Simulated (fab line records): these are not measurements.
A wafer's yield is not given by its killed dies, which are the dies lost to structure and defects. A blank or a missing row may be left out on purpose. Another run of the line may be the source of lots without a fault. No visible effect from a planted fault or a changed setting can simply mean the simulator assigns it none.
Comparing a struck lot with a sound one | flow nand harc | 13 out of 1302 route steps
Sound: the wafers L749.1, L749.5, L749.6. Struck: wafers L744.1, L744.3, L744.6. At the end, the cause is stated.
Order at every step that has rows: each side's tool, ch and its chambers, its first start. Under that, the readings that differ: sound wafers | struck wafers | difference of the means | sigmas: that difference in standard deviations of wafers without a fault.
alike: a reading whose means differ by less than 2 such deviations, as well as words and numbers matching on both sides. not compared: withheld readings; readings where some wafer has no value; bounds like >300 that might hide an equal value; numbers whose values overlap and for which the record gives no deviation.
A row with sigmas, a row that says differs or no value, or rows on one side alone: a step with any of these is where the two part. Numbers that don't overlap but have no deviation are shown without sigmas and don't part them. A reading missing from all wafers of one side parts the sides only when that side holds two or more wafers.

NHARC_A_STAIRCASE_STRIP_446: strips in O2.
  sound on plasma asher-02 ch 0,1, day 27 05:00; struck on plasma asher-02 ch 0,1, day 23 20:50
  alike: drypump motor current A, heater power w
  not compared: rf hours counter h
then, 3 steps without rows for these wafers: NHARC_A_STAIRCASE_STRIP_447 (strips in SPM, time 900 s); NHARC_A_STAIRCASE_PRECLEAN_448 (cleans in SC1); NHARC_A_STAIRCASE_SRD_449.
NHARC_A_STAIRCASE_CMP_450: polishes SiO2, target thk 200 nm.
  sound on cmp-02 ch 2,3, day 27 05:45; struck on cmp-01 ch 0,2, day 23 21:37
  alike: motor current A, slurry filter dp kPa
NHARC_A_STAIRCASE_CMP_152: polishes.
  sound on cmp-02 ch 2,3, day 27 05:49; struck on cmp-01 ch 0,2, day 23 21:41
  alike: motor current A, slurry filter dp kPa
then, 2 steps without rows for these wafers: NHARC_A_STAIRCASE_SRD_154; NHARC_A_STAIRCASE_ETCH_403 (etches SiO2 in dHF, target depth 108.2 nm).
NHARC_A_STAIRCASE_ETCHBACK_422: etches the open film in CH3F/O2, target depth 40 nm, time 74.286 s.
  sound on rie diel-02 ch 2,3, day 27 06:17; struck on rie diel-13 ch 0,2, day 23 22:10
  alike: bias w, ch3f flow sccm, chamber pressure mTorr, drypump motor current A, oes product au, rf vpp V, showerhead plenum p Torr, throttle valve pct
  not compared: rf hours counter h
then, 1 step without rows for these wafers: NHARC_A_STAIRCASE_ETCH_423 (etches SiO2 in dHF, target depth 30 nm).
NHARC_A_STAIRCASE_ETCHBACK_157: etches the open film in CH3F/O2, target depth 90 nm, time 167.14 s.
  sound on rie diel-10 ch 1,2, day 27 06:38; struck on rie diel-13 ch 0,1,3, day 23 22:35
  no value came back on the struck wafers for any of 8 readings (bias w (W), ch3f flow sccm (sccm) and others); on the sound wafers bias w (W) reads 100.7 99.7 100.4
  not compared: rf hours counter h
NHARC_A_STAIRCASE_STRIP_475: strips in O2, time 20 s.
  sound on rie diel-10 ch 0,1,3; struck on rie diel-13 ch 0,1,3, day 23 22:44
  alike: chamber pressure mTorr, drypump motor current A, oes product au, rf vpp V, showerhead plenum p Torr, throttle valve pct
  not compared: rf hours counter h
-- break in the record here, with 5 days between the starts of the struck wafers on either side (left off in module A_STAIRCASE, picked up again in module END, where the first step shown is number 1302 on the route) --
NHARC_END_SORT_01:
  sound on prober-02 ch 0, day 33 00:44; struck on prober-02 ch 0, day 29 06:55
  reading         | sound    | struck      | difference | sigmas
  killed at array | 34 33 25 | 676 671 671 | +642       | +40
  killed dies     | 42 44 28 | 677 677 677 | +639       | +38
  alike: killed at other, killed at periphery, killed open, killed short

WHERE THEY PART
First at NHARC_A_STAIRCASE_ETCHBACK_157; last, within this record, at NHARC_END_SORT_01.

WHY: what the simulator had put in
Skipped step whole: rie diel-13, from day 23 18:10 on, at NHARC_A_STAIRCASE_ETCHBACK_157. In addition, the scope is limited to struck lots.
